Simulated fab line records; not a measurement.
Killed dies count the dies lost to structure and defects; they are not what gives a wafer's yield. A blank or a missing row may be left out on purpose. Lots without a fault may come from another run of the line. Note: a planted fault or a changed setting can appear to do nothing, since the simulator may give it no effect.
Split-lot trial	flow n5 finfet	21 wafers read across 7 lots, on a route 1938 steps long

== ABOUT THE SPLIT ==
At N5_BEOL_M8_ETCH_62 (etches SOC in N2/H2, target depth 110 nm, overetch 22 nm, time 165 s), the setting time s was moved away from the recipe's 165 s on 7 of the 21 wafers read, by -18.6% to +19.5%. This setting was run at the recipe's value on the other wafers.

The reading comes from the split's own step.

== THE READING ==
SiARC_of_BEOL_M8_COAT_60.thk nm (the simulator's own value, which no gauge read), in nm, at N5_BEOL_M8_ETCH_62 (etches SOC in N2/H2, target depth 110 nm, overetch 22 nm, time 165 s). No usual value for it is given in the file. Average 28.3 nm, standard deviation 0.15 nm, over the 14 wafers here run with the recipe.

wafer	tool, chamber at the split	time s as run, s	against the recipe	SiARC_of_BEOL_M8_COAT_60.thk nm, nm	against lot-mates on the recipe
L081.1	rie diel-06, 2,0	165	recipe	28.2	-
L081.2	rie diel-06, 2,0	165	recipe	28.2	-
L081.4	rie diel-06, 3	134.3	-18.6%	29.4	+1.2
L083.1	rie diel-01, 2,1	165	recipe	28.4	-
L083.5	rie diel-01, 2,1	165	recipe	28.4	-
L083.2	rie diel-01, 3	197.2	+19.5%	27	-1.4
L084.1	rie diel-06, 1,1,0	165	recipe	28.4	-
L084.5	rie diel-06, 1,1,0	165	recipe	28.4	-
L084.6	rie diel-06, 1,1,0	165	recipe	28.4	-
L086.2	rie diel-02, 0	165	recipe	28.4	-
L086.3	rie diel-02, 3,1	181.6	+10.1%	27.8	-0.6
L086.4	rie diel-02, 3,1	181.6	+10.1%	27.8	-0.6
L088.1	rie diel-01, 2	143.3	-13.2%	29.4	+1.0
L088.6	rie diel-01, 2	143.3	-13.2%	29.4	+1.0
L088.3	rie diel-01, 3	165	recipe	28.4	-
L093.1	rie diel-02, 3	187.3	+13.5%	27.4	-0.6
L093.3	rie diel-02, 1,0	165	recipe	28	-
L093.5	rie diel-02, 1,0	165	recipe	28	-
L091.4	rie diel-06, 3	165	recipe	28.2	-
L091.5	rie diel-06, 1,0	165	recipe	28.4	-
L091.6	rie diel-06, 1,0	165	recipe	28.4	-
Where a row lists several chambers, the file gives one row for several wafers and doesn't say which wafer went through which chamber.

THE FIT
A straight line over all 21 wafers: SiARC_of_BEOL_M8_COAT_60.thk nm changes by -0.0667 nm for each +1% of time s; r = -0.97; the points scatter about the line by 0.16 nm.
The same after taking each lot's own level away (the mean of its wafers on the recipe; 21 wafers): -0.0661 nm for each +1%; r = -0.99; scatter 0.09 nm.
Per that fit: largest time s move, reading shift of 1.3 nm.
From 28.00 to 28.40 nm: that is the span of the lots' own levels, equal to 2.7 times the standard deviation above.
Consequently the slope shifts little with the lot-to-lot level, the two slopes agreeing.
Check: with one of the wafers moved furthest among these (+19.5%) left out of the fit, the line predicts -1.21 nm for it against its lot-mates. Against them it came out at -1.4 nm.

== THE OTHER SPLITS THESE WAFERS WENT THROUGH ==
Note: prior to the reading, these wafers also went through further splits. Each is held against what the fit with the lots' levels taken away leaves over:
other split on the same wafers	wafers away from the commonest value	r with SiARC_of_BEOL_M8_COAT_60.thk nm (lot level and that fit taken away)
N5_BEOL_M6_TRENCH_ETCH_37 source w	5	+0.16
N5_BEOL_M7_EXPOSE_25 dose mj	9	-0.27

== THE FILE'S OWN FIT ==
SiARC_of_BEOL_M8_COAT_60.thk nm changes by -0.065 nm for each +1% of time s, r = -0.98.
